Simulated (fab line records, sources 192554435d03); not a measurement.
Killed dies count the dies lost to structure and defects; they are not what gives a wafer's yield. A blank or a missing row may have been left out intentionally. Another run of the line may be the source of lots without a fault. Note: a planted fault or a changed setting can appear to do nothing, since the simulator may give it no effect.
One fault through the eyes of 2 desks	flow n5_finfet	numbers are kept per desk, each desk with only its own; the story behind them comes last

== DESK OF THE TOOL OWNER: rie_diel-05 ==
The tool's own readings at N5_HKMG_FIN_ETCH_54 (etches SiARC in CF4, target depth 45.5 nm, time 75.8 s): means of the sampled wafers that have a number, for each lot that ran on this tool. Marked OUT: a lot whose mean sits more than 4 standard deviations from the usual mean, which makes it out of limits; the brackets give that distance.
Columns: A = drypump_motor_current_A at N5_HKMG_FIN_ETCH_54, usual 5.8 A; B = etch_rf_on_time_s at N5_HKMG_FIN_ETCH_54, usual 75.1 s; C = oes_product_au at N5_HKMG_FIN_ETCH_54, usual 0.66 a.u.; D = rf_vpp_V at N5_HKMG_FIN_ETCH_54, usual 183.6 V; E = showerhead_plenum_p_Torr at N5_HKMG_FIN_ETCH_54, usual 2.10 Torr; F = throttle_valve_pct at N5_HKMG_FIN_ETCH_54, usual 15.59 %
lot	first seen here	A	B	C	D	E	F
L819	day 4 07:51	5.8	75.0	0.67	183.2	2.09	15.62
L821	day 4 17:22	5.8	74.8	0.67	183.0	2.06	15.60
L829	day 6 18:36	5.7	83.6	0.56	183.4	2.04	15.84
L831	day 7 04:52	5.9	83.8	0.63	183.4	2.06	15.52
L833	day 7 20:31	5.3	82.5	0.58	184.0	2.16	15.70
This desk's verdict: no lot among the 5 shows anything out of limits.

== FROM THE METROLOGY DESK ==
What the gauges read for every lot (on any tool): the sampled wafers with a number, averaged. Marked OUT: a lot whose mean sits more than 4 standard deviations from the usual mean, which makes it out of limits; the brackets give that distance. Shown here are 7 of its 10 readings, the ones lying furthest out on some lot.
Columns: A = DIBL_N at N5_BEOL_M4_RC_MEAS_101, usual 36.0 mV/V; B = IOFF_N at N5_BEOL_M4_RC_MEAS_101, usual 0.16 nA/um; C = IOFF_P at N5_BEOL_M4_RC_MEAS_101, usual 0.21 nA/um; D = ION_N at N5_BEOL_M4_RC_MEAS_101, usual 673 uA/um; E = SS_N at N5_BEOL_M4_RC_MEAS_101, usual 71.5 mV/dec; F = VT_N at N5_BEOL_M4_RC_MEAS_101, usual 250 mV; G = VT_P at N5_BEOL_M4_RC_MEAS_101, usual -251 mV
lot	first seen here	A	B	C	D	E	F	G
L819	day 7 16:49	38.3	0.19	0.22	671	72.0	251	-253
L820	day 8 12:34	36.4	0.17	0.19	686	71.7	250	-253
L821	day 8 17:45	38.5	0.20	0.27	685	71.8	245	-246
L831	day 10 23:24	37.5	0.17	0.21	670	72.5	250	-250
L829	day 11 02:02	38.3	0.21	0.24	682	72.2	246	-250
L833	day 12 02:37	36.1	0.17	0.22	677	71.4	250	-250
L837	day 13 00:16	35.6	0.15	0.19	673	71.6	253	-254
L838	day 13 08:08	34.9	0.16	0.22	674	71.4	249	-249
L841	day 14 13:20	36.0	0.15	0.17	668	71.3	252	-256
This desk's verdict: no lot among the 9 shows anything out of limits.

== ALL TOGETHER ==
The desk of the tool owner found nothing out of limits.
At the metrology desk, nothing out of limits was observed.

== WHAT THE SIMULATOR HAD INSERTED ==
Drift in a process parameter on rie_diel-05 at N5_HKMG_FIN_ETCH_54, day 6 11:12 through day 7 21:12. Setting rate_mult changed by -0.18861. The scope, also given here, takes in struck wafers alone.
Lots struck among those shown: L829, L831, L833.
